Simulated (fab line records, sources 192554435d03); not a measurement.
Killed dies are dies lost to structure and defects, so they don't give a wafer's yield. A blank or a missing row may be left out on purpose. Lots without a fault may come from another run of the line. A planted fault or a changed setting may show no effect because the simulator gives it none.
Which tool did it? | flow n5_finfet | 11 lots, 31 wafers sampled, at 6 steps of a route of 1938

WHAT THE GAUGES READ, wafer by wafer
N5_BEOL_M4_RC_MEAS_101.
lot  | measured     | on        | DIBL_N (mV/V)  | DIBL_P (mV/V)  | IOFF_N (nA/um) | IOFF_P (nA/um) | ION_N (uA/um) | ION_P (uA/um) | SS_N (mV/dec)  | SS_P (mV/dec)  | VT_N (mV)   | VT_P (mV)
L809 | day 8 21:14  | prober-01 | 33.9 32.7 35.4 | 33.3 31.5 35.5 | 0.14 0.12 0.15 | 0.19 0.17 0.21 | 673 665 683   | 461 459 467   | 71.0 70.9 70.4 | 73.1 72.2 72.8 | 248 252 249 | -250 -253 -249
L812 | day 9 14:35  | prober-01 | 34.5 35.3 32.5 | 36.6 36.7 32.8 | 0.17 0.18 0.12 | 0.26 0.25 0.18 | 682 685 666   | 477 473 460   | 70.6 71.1 70.1 | 72.9 72.7 71.6 | 245 245 253 | -245 -245 -249
L814 | day 9 15:16  | prober-02 | 36.0 36.5 37.4 | 36.1 37.2 38.2 | 0.16 0.17 0.18 | 0.22 0.23 0.25 | 680 685 682   | 466 469 469   | 71.1 71.6 72.0 | 73.6 73.7 74.6 | 250 247 248 | -249 -246 -248
L820 | day 11 11:38 | prober-01 | 35.9 36.5 36.0 | 35.8 36.3 35.3 | 0.15 0.14 0.14 | 0.22 0.21 0.21 | 681 679 677   | 470 469 469   | 71.1 71.9 71.3 | 73.0 73.3 73.0 | 249 252 253 | -252 -250 -247
L821 | day 11 16:52 | prober-02 | 35.0 35.4 37.5 | 34.6 34.7 37.4 | 0.13 0.14 0.17 | 0.23 0.22 0.26 | 676 680 680   | 477 474 472   | 70.9 70.7 71.7 | 72.0 72.6 73.8 | 248 250 249 | -246 -246 -244
L823 | day 11 19:26 | prober-01 | 33.6 35.7 35.5 | 34.0 35.9 35.8 | 0.16 0.18 0.18 | 0.19 0.20 0.21 | 687 697 695   | 461 464 463   | 71.4 71.6 71.7 | 73.0 73.0 73.6 | 249 247 246 | -254 -250 -250
L826 | day 12 16:13 | prober-02 | 39.7 36.6 36.5 | 41.2 37.7 37.4 | 0.23 0.15 0.15 | 0.28 0.22 0.20 | 703 672 681   | 477 469 469   | 72.0 71.9 71.9 | 73.9 73.8 72.5 | 244 249 249 | -247 -250 -250
L827 | day 12 20:01 | prober-02 | 36.7 34.3      | 39.3 35.5      | 0.20 0.14      | 0.22 0.16      | 691 679       | 467 456       | 71.7 71.2      | 73.9 72.3      | 244 250     | -252 -255
L828 | day 13 18:41 | prober-02 | 36.4 37.2 38.1 | 37.7 38.2 39.5 | 0.16 0.18 0.20 | 0.22 0.23 0.25 | 681 680 699   | 469 464 476   | 71.8 71.8 71.8 | 73.6 74.4 74.7 | 249 249 245 | -251 -252 -249
L829 | day 14 01:46 | prober-01 | 37.9 38.5 37.8 | 36.6 37.6 37.1 | 0.17 0.20 0.19 | 0.21 0.24 0.22 | 691 696 703   | 463 469 470   | 71.6 71.7 71.1 | 73.4 74.8 73.7 | 248 245 245 | -250 -247 -249
L830 | day 14 09:19 | prober-02 | 40.8 36.5      | 43.6 37.9      | 0.28 0.16      | 0.32 0.22      | 701 672       | 481 462       | 72.3 72.2      | 74.5 72.9      | 241 253     | -247 -250

N5_BEOL_M5_THK_MEAS_01.
lot  | measured     | on            | M5_ILD_THK (nm)
L809 | day 8 22:40  | film_metro-01 | 120.7 122.6 123.9
L812 | day 9 15:58  | film_metro-01 | 121.5 122.4 123.7
L814 | day 9 16:39  | film_metro-01 | 118.3 120.0 121.7
L820 | day 11 13:11 | film_metro-01 | 120.4 122.2 172.6
L821 | day 11 18:44 | film_metro-02 | 120.1 120.5 169.9
L823 | day 11 20:30 | film_metro-02 | 123.2 123.1 172.8
L826 | day 12 17:52 | film_metro-02 | 119.2 123.6 121.2
L827 | day 12 21:07 | film_metro-02 | 120.7 120.6
L828 | day 13 20:04 | film_metro-02 | 119.4 119.6 121.9
L829 | day 14 03:10 | film_metro-02 | 121.1 123.2 120.5
L830 | day 14 10:23 | film_metro-02 | 122.8 123.5

WHICH TOOL RAN EACH LOT (tool, then ch and the chambers of the sampled wafers, then the start)
lot  | N5_BEOL_M4_SPUTTER_90        | N5_BEOL_M4_ANNEAL_93         | N5_BEOL_M4_PRE_CLEAN_60          | N5_BEOL_M5_ILD_DEP_00
L809 | pvd_sputter-03, day 8 19:19  | pvd_sputter-03, day 8 19:37  | cvd_co-01 ch 1,2, day 8 20:49    | pecvd-01 ch 1,2, day 8 22:02
L812 | pvd_sputter-03, day 9 12:32  | pvd_sputter-03, day 9 12:50  | cvd_co-01 ch 0,1,2, day 9 14:08  | pecvd-04 ch 0,1, day 9 15:23
L814 | pvd_sputter-01, day 9 12:59  | pvd_sputter-01, day 9 13:17  | cvd_co-01 ch 1,2, day 9 14:29    | pecvd-02 ch 0,2, day 9 16:05
L820 | pvd_sputter-01, day 11 09:20 | pvd_sputter-01, day 11 09:38 | cvd_co-01 ch 0,2, day 11 11:07   | pecvd-04 ch 1,2, day 11 12:37
L821 | pvd_sputter-02, day 11 15:05 | pvd_sputter-02, day 11 15:23 | cvd_co-02 ch 0,1,2, day 11 16:34 | pecvd-04 ch 0,1,2, day 11 17:50
L823 | pvd_sputter-03, day 11 17:10 | pvd_sputter-03, day 11 17:28 | cvd_co-01 ch 0,1,2, day 11 18:43 | pecvd-04 ch 0,1,2, day 11 19:57
L826 | pvd_sputter-01, day 12 14:28 | pvd_sputter-01, day 12 14:46 | cvd_co-02 ch 0,1,2, day 12 15:57 | pecvd-02 ch 1,2, day 12 17:11
L827 | pvd_sputter-03, day 12 17:48 | pvd_sputter-03, day 12 18:06 | cvd_co-01 ch 1,2, day 12 19:19   | pecvd-01 ch 0,1, day 12 20:33
L828 | pvd_sputter-01, day 13 16:47 | pvd_sputter-01, day 13 17:05 | cvd_co-02 ch 0,1, day 13 18:16   | pecvd-02 ch 1,2, day 13 19:30
L829 | pvd_sputter-01, day 13 23:48 | pvd_sputter-01, day 14 00:06 | cvd_co-02 ch 0,1,2, day 14 01:21 | pecvd-04 ch 1,2, day 14 02:35
L830 | pvd_sputter-03, day 14 06:49 | pvd_sputter-03, day 14 07:07 | cvd_co-02 ch 1,2, day 14 08:34   | pecvd-04 ch 0,1, day 14 09:50
- N5_BEOL_M4_SPUTTER_90: material Cu, target thk 4.5 nm, time 8.29 s.
- N5_BEOL_M4_ANNEAL_93: time 240 s.
- N5_BEOL_M4_PRE_CLEAN_60: time 15 s.
- N5_BEOL_M5_ILD_DEP_00: deposits SiCOH lowk from DEMS/porogen, target thk 140.64 nm, time 25.9 s.

WHAT THE TOOLS THEMSELVES READ (means of the sampled wafers that have a number; where no wafer has one, the mark that the record gives instead)
N5_BEOL_M4_SPUTTER_90.
lot  | tool           | throttle_valve_pct (%)
L809 | pvd_sputter-03 | 31.0
L812 | pvd_sputter-03 | 31.1
L814 | pvd_sputter-01 | 30.3
L820 | pvd_sputter-01 | 30.0
L821 | pvd_sputter-02 | 30.9
L823 | pvd_sputter-03 | 30.9
L826 | pvd_sputter-01 | 30.1
L827 | pvd_sputter-03 | 31.1
L828 | pvd_sputter-01 | 30.0
L829 | pvd_sputter-01 | 29.9
L830 | pvd_sputter-03 | 31.1

N5_BEOL_M4_ANNEAL_93.
lot  | tool           | heater_power_w (W)
L809 | pvd_sputter-03 | 783
L812 | pvd_sputter-03 | 787
L814 | pvd_sputter-01 | 783
L820 | pvd_sputter-01 | 754
L821 | pvd_sputter-02 | 738
L823 | pvd_sputter-03 | 751
L826 | pvd_sputter-01 | 789
L827 | pvd_sputter-03 | 788
L828 | pvd_sputter-01 | 817
L829 | pvd_sputter-01 | 780
L830 | pvd_sputter-03 | 820

N5_BEOL_M4_PRE_CLEAN_60.
lot  | tool      | heater_power_w (W)
L809 | cvd_co-01 | 90
L812 | cvd_co-01 | 87
L814 | cvd_co-01 | 90
L820 | cvd_co-01 | 90
L821 | cvd_co-02 | 78
L823 | cvd_co-01 | 88
L826 | cvd_co-02 | 77
L827 | cvd_co-01 | 90
L828 | cvd_co-02 | 99
L829 | cvd_co-02 | 78
L830 | cvd_co-02 | 82

N5_BEOL_M5_ILD_DEP_00.
lot  | tool     | heater_power_w (W) | showerhead_plenum_p_Torr (Torr) | throttle_valve_pct (%)
L809 | pecvd-01 | 334                | 5.712                           | 14.9
L812 | pecvd-04 | 348                | 5.752                           | 13.9
L814 | pecvd-02 | 289                | 5.738                           | 12.9
L820 | pecvd-04 | 314                | 5.752                           | 12.9
L821 | pecvd-04 | 329                | 5.748                           | 13.5
L823 | pecvd-04 | 304                | 5.742                           | 13.6
L826 | pecvd-02 | 295                | 5.740                           | 13.7
L827 | pecvd-01 | 290                | 5.713                           | 14.2
L828 | pecvd-02 | 266                | 5.736                           | 13.1
L829 | pecvd-04 | 309                | 5.762                           | 13.2
L830 | pecvd-04 | 372                | 5.739                           | 14.0

THE ANSWER, worked out from the rows above alone
Rule: what is usual is taken from the lots themselves. Put in order of their means at a reading, lots are off if they are a third of the lots or fewer, leave a main group of 4 or more, and stand apart from it by a gap of 3 or more times the standard deviation of the main group's means; of several such gaps the widest counts. A main group whose means are all the same, to the digits that the tables above print for the reading, isn't used. A lot without any number at a reading at which 4 lots or more have one is off too. The other lots that the step has rows for count as sound. The gauges are gone through in route order, then the tools' own readings, and for those a lot's mean is taken as printed above. The first step at which some lot is off is used, and at that step the reading that is off furthest; a lot without a number counts as furthest.
Off: L820, L821, L823, at N5_BEOL_M5_THK_MEAS_01 (M5_ILD_THK). The main group: mean 121.5 nm, standard deviation 1.1.
A tool fits if, at a process step before that reading, it ran every lot that is off, and no sound lot after the first of them. The gauges at N5_BEOL_M5_THK_MEAS_01 are tried like those tools. None of those tried fits.

WHAT THE SIMULATOR HAD PUT IN
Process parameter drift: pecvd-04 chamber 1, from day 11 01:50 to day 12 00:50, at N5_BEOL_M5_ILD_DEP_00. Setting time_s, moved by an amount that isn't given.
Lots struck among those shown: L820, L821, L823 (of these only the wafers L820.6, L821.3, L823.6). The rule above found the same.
